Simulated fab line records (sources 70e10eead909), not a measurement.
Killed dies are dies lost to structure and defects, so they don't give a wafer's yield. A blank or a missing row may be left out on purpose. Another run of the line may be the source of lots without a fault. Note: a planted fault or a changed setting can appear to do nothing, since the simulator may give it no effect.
fab line records ; flow nand-harc ; part 2 of 2: steps 29 to 36 of 36
record lots=5; wafers=15; last-day=25
route steps=1159 shown A_STAIRCASE@743 A_SGD_CUT@747 A_SLIT@779
lots untouched by any fault: they come from a run of this same line in which no faults occurred
start-h: hours from the record's opening day to when the first of the lot's shown wafers began ; wait-h: how many hours have passed since the lot's step before this one ; " repeats the value in the row above ; L1.1+2: a single row standing in for several wafers ; - no value present, or no start provided ; * or withheld: withheld ; < > ~ a bound
route shown NAME@n: a module of which the file shows steps, and the number in the route of the first ; usual: average and standard deviation across the fault-free wafers ; same: alike in all rows ; chamber/n: place in a boat ; sites: the reading at each site ; _std_site: their standard deviation ; _edge_site: mean of outer sites minus mean of inner sites ; radius-mm: for every site, how far away it sits from the centre of the wafer ; mask NAME#n: copy n ; behind: the tool/chamber that last shaped the wafer ; hold: cause of the lot's hold/its duration in hours/its outcome ; device: whichever transistor did not switch (one of n, p or np) ; end of line: at the end of the route, the tests of the same wafers ; step lacking rows: just its recipe ; killed: at the first sort, the dies lost to defects and structure; wafer yield is something else ; map: dies across one wafer; x = killed, . = not, _ = none there
set.NAME: the setting that was run; set.NAME@STEP: the one run at that earlier step ; model.NAME: the simulator's own value behind a step, which no gauge read
lots at selected steps of the route; one table per step, one row per wafer
services: the hour from which a tool's chamber was out of use, counted from the record's first day as start-h (under 0 if before that day), plus the number of hours and why
## steps
# step NHARC_A_SGD_CUT_CMP_21
# recipe target-thk-nm=148.19
# usual motor-current-A=12.4/1.3; time-to-endpoint-s=50.5/2.1
lot.wafer;tool;chamber;start-h;wait-h;motor-current-A;time-to-endpoint-s
L082.1;cmp-02;0;355.11;0.6;15.1;48.8
L082.4;cmp-02;1;355.11;0.6;13.3;50.8
L082.5;cmp-02;2;355.11;0.6;12.3;50.1
L088.1;cmp-02;3;401.86;0.6;11.1;49.8
L088.2;cmp-02;0;401.86;0.6;14.7;45.1
L088.6;cmp-02;1;401.86;0.6;13.4;49.8
L091.1;cmp-03;2;410.52;0.4;13.2;50.5
L091.3;cmp-03;3;410.52;0.4;13.1;46.8
L091.5;cmp-03;0;410.52;0.4;10.4;49.2
L097.2;cmp-04;2;449.21;0.4;11.4;48.6
L097.1;cmp-04;3;449.21;0.4;10.3;47.6
L097.5;cmp-04;3;449.21;0.4;10.3;50.6
L096.1;cmp-04;2;457.31;0.4;11.8;51.5
L096.2;cmp-04;0;457.31;0.4;12.2;54.9
L096.6;cmp-04;2;457.31;0.4;10.8;52.3
# step NHARC_A_SGD_CUT_THK_MEAS_22
# recipe thk-meas-gauge=ellipsometry
# usual thk-nm=148.4/1.4
lot.wafer;tool;chamber;start-h;wait-h;thk-nm
L082.1;film-metro-02;-;355.31;0.2;148.2
L082.4;film-metro-02;-;355.31;0.2;148.7
L082.5;film-metro-02;-;355.31;0.2;148.0
L088.1;film-metro-01;-;402.06;0.2;149.8
L088.2;film-metro-01;-;402.06;0.2;149.1
L088.6;film-metro-01;-;402.06;0.2;147.4
L091.1;film-metro-01;-;410.73;0.2;146.8
L091.3;film-metro-01;-;410.73;0.2;149.2
L091.5;film-metro-01;-;410.73;0.2;150.3
L097.1;film-metro-01;-;449.46;0.2;146.3
L097.2;film-metro-01;-;449.46;0.2;148.6
L097.5;film-metro-01;-;449.46;0.2;145.6
L096.1;film-metro-01;-;457.54;0.2;149.2
L096.2;film-metro-01;-;457.54;0.2;150.9
L096.6;film-metro-01;-;457.54;0.2;149.1
# step NHARC_A_SGD_CUT_SRD_23
lot.wafer;tool;chamber;start-h;wait-h
L082.4+1+5;wet-bench-02;4,6,7;355.35;0.0
L088.2+6+1;wet-bench-02;3,4,5;402.11;0.0
L091.3+1+5;wet-bench-06;0,2,4;410.77;0.0
L097.2+1+5;wet-bench-02;4,6,7;449.51;0.0
L096.2+1+6;wet-bench-07;0,1,5;457.58;0.0
# step NHARC_A_SGD_CUT_ETCH_26
# recipe target-depth-a=458; chemistry=dHF; material=SiO2
lot.wafer;tool;chamber;start-h;wait-h
L082.4+1+5;wet-bench-02;4,6,7;355.38;0.0
L088.2+6+1;wet-bench-02;3,4,5;402.14;0.0
L091.3+1+5;wet-bench-06;0,2,4;410.80;0.0
L097.2+1+5;wet-bench-02;4,6,7;449.53;0.0
L096.2+1+6;wet-bench-07;0,1,5;457.61;0.0
# step NHARC_A_SGD_CUT_ETCHBACK_24
# recipe target-depth-a=500; over-etch-frac=0.3; time-s=92.857; ion-energy-ev=120; ch3f-flow-sccm=50; o2-flow-sccm=30; ar-flow-sccm=200; rf-w=500; bias-w=100; chemistry=CH3F/O2
# usual drypump-motor-current-A=5.8/0.5; oes-product-au=0.97/0.035; rf-vpp-V=244.2/1.5; showerhead-plenum-p-Torr=2.44/0.086; throttle-valve-pct=20.663/0.0093
lot.wafer;tool;chamber;start-h;wait-h;drypump-motor-current-A;oes-product-au;rf-hours-counter-h;rf-vpp-V;showerhead-plenum-p-Torr;throttle-valve-pct
L082.4;rie-diel-06;3;355.55;0.2;6.0;1.00;12;242.3;2.37;20.661
L082.1;rie-diel-06;1;355.55;0.2;6.1;0.99;12;245.6;2.46;20.677
L082.5;rie-diel-06;3;355.55;0.2;6.0;1.00;-;242.6;2.37;20.662
L088.2;rie-diel-12;1;402.28;0.1;5.4;1.00;1;242.4;2.36;20.667
L088.1;rie-diel-12;0;402.28;0.1;5.9;1.00;1;242.6;2.29;20.658
L088.6;rie-diel-12;1;402.28;0.1;5.4;1.00;-;241.9;2.36;20.663
L091.1;rie-diel-09;1;410.96;0.2;5.1;0.92;14;245.1;2.49;20.665
L091.3;rie-diel-09;3;410.96;0.2;5.4;0.93;16;244.2;2.47;20.669
L091.5;rie-diel-09;0;410.96;0.2;5.1;0.92;-;246.4;2.59;20.680
L097.2;rie-diel-12;0;449.68;0.1;5.9;0.93;5;243.6;2.29;20.658
L097.1;rie-diel-12;2;449.68;0.1;6.4;0.92;5;246.7;2.57;20.661
L097.5;rie-diel-12;0;449.68;0.1;5.9;0.93;-;241.6;2.29;20.658
L096.1;rie-diel-09;3;457.77;0.1;5.4;1.00;2;243.5;2.47;20.673
L096.2;rie-diel-09;0;457.77;0.1;5.1;0.98;2;245.8;2.59;20.649
L096.6;rie-diel-09;3;457.77;0.1;5.4;1.00;-;244.3;2.47;20.670
# step NHARC_A_SGD_CUT_STRIP_28
# recipe time-s=20; o2-flow-sccm=500; ar-flow-sccm=0; bias-w=0; chemistry=O2
# usual drypump-motor-current-A=5.8/0.5; oes-product-au=0.998/0.007; rf-vpp-V=57.7/0.82; showerhead-plenum-p-Torr=3.51/0.12; throttle-valve-pct=17.037/0.0096
lot.wafer;tool;chamber;start-h;wait-h;drypump-motor-current-A;oes-product-au;rf-hours-counter-h;rf-vpp-V;showerhead-plenum-p-Torr;throttle-valve-pct
L082.1;rie-diel-06;1;-;-;6.0;1.001;12;58.9;3.52;17.051
L082.4;rie-diel-06;3;-;-;6.0;1.000;12;57.3;3.41;17.045
L082.5;rie-diel-06;1;-;-;6.0;1.001;-;58.1;3.52;17.040
L088.2;rie-diel-12;1;-;-;5.5;0.984;1;58.2;3.39;17.020
L088.1;rie-diel-12;2;-;-;6.4;0.987;1;56.7;3.68;17.032
L088.6;rie-diel-12;2;-;-;6.4;0.985;-;56.4;3.68;17.049
L091.1;rie-diel-09;0;-;-;5.1;0.998;15;57.7;3.71;17.042
L091.3;rie-diel-09;1;-;-;5.1;1.000;14;57.5;3.57;17.031
L091.5;rie-diel-09;0;-;-;5.1;0.994;-;56.4;3.71;17.012
L097.2;rie-diel-12;3;-;-;6.4;1.009;5;57.8;3.60;17.019
L097.1;rie-diel-12;1;-;-;5.5;1.003;5;58.1;3.39;17.037
L097.5;rie-diel-12;0;-;-;5.9;1.009;-;58.3;3.29;17.032
L096.2;rie-diel-09;2;457.94;0.1;6.5;1.010;2;57.3;3.38;17.034
L096.1;rie-diel-09;3;457.94;0.1;5.4;0.995;2;59.0;3.54;17.047
L096.6;rie-diel-09;2;457.94;0.1;6.5;0.999;-;57.1;3.38;17.055
# step NHARC_A_SGD_CUT_INSPECT_25
# usual raw-defect-count=305/89
lot.wafer;tool;chamber;start-h;wait-h;raw-defect-count
L082.1;defect-inspect-01;-;355.78;-;311
L082.4;defect-inspect-01;-;355.78;-;327
L082.5;defect-inspect-01;-;355.78;-;323
L088.1;defect-inspect-01;-;402.53;-;384
L088.2;defect-inspect-01;-;402.53;-;312
L088.6;defect-inspect-01;-;402.53;-;281
L091.1;defect-inspect-02;-;411.19;-;434
L091.3;defect-inspect-02;-;411.19;-;414
L091.5;defect-inspect-02;-;411.19;-;376
L097.1;defect-inspect-01;-;449.93;-;275
L097.2;defect-inspect-01;-;449.93;-;351
L097.5;defect-inspect-01;-;449.93;-;270
L096.1;defect-inspect-01;-;458.05;-;314
L096.2;defect-inspect-01;-;458.05;-;627
L096.6;defect-inspect-01;-;458.05;-;318
# step NHARC_A_SLIT_DEP_25
# recipe target-thk-a=2000; temp-c=400; pressure-torr=6.5; rf-w=900; teos-flow-sccm=161.4; flow-sccm=2650; target-thk-nm=200; gas=O2; material=SiO2
# usual heater-power-w=538/120; showerhead-vpp-V=1889/64; susceptor-temp-C=400.00/0.23; throttle-valve-pct=16.3/0.52
lot.wafer;tool;chamber;start-h;wait-h;heater-power-w;showerhead-vpp-V;susceptor-temp-C;throttle-valve-pct
L082.1;pecvd-03;1;355.84;0.1;486;1966;399.90;15.6
L082.5;pecvd-03;1;355.84;0.1;477;1939;400.28;15.9
L082.4;pecvd-03;2;355.84;0.1;428;1753;399.85;16.0
L088.1;pecvd-03;2;402.71;0.2;394;1788;400.18;16.2
L088.2;pecvd-03;0;402.71;0.2;633;1947;400.12;16.4
L088.6;pecvd-03;1;402.71;0.2;489;1984;399.99;16.0
L091.1;pecvd-03;0;411.29;0.1;512;1959;400.06;16.6
L091.3;pecvd-03;1;411.29;0.1;443;2008;400.37;15.8
L091.5;pecvd-03;2;411.29;0.1;423;1836;400.09;15.9
L097.2;pecvd-01;1;449.99;0.1;683;1925;399.72;16.9
L097.1;pecvd-01;0;449.99;0.1;797;1834;400.03;16.2
L097.5;pecvd-01;2;449.99;0.1;427;1887;399.90;15.8
L096.2;pecvd-03;0;458.11;0.1;571;1958;399.77;16.6
L096.1;pecvd-03;1;458.11;0.1;430;1985;400.14;15.8
L096.6;pecvd-03;2;458.11;0.1;420;1786;400.17;16.3
## services
tool;chamber;start-h;hours;kind
cmp-02;-;324.51;4.0;pm
cmp-02;-;329.24;1.1;repair
cmp-04;-;331.62;1.4;repair
pecvd-02;-;334.28;13.0;pm
cmp-04;-;340.92;21.5;repair
arfi-scanner-02;-;348.07;3.8;repair
cmp-03;-;352.21;4.0;pm
wet-bench-02;-;356.00;8.0;pm
cmp-03;-;360.78;1.2;repair
cmp-02;-;361.66;7.2;repair
fcvd-02;-;376.00;13.0;pm
cmp-02;-;379.25;0.4;repair
rie-diel-12;-;379.40;9.0;pm
rie-diel-09;0;384.38;3.8;repair
rie-diel-12;-;389.06;1.5;repair
rie-diel-09;1;394.59;9.7;repair
cmp-02;-;422.51;4.0;pm
arfi-scanner-02;-;428.00;4.0;pm
rie-diel-09;-;431.12;9.0;pm
pecvd-03;-;442.50;0.2;repair
litho-track-01;-;443.00;7.0;pm
wet-bench-07;-;448.00;8.0;pm
cmp-03;-;450.22;4.0;pm
rie-diel-09;1;453.67;8.4;repair
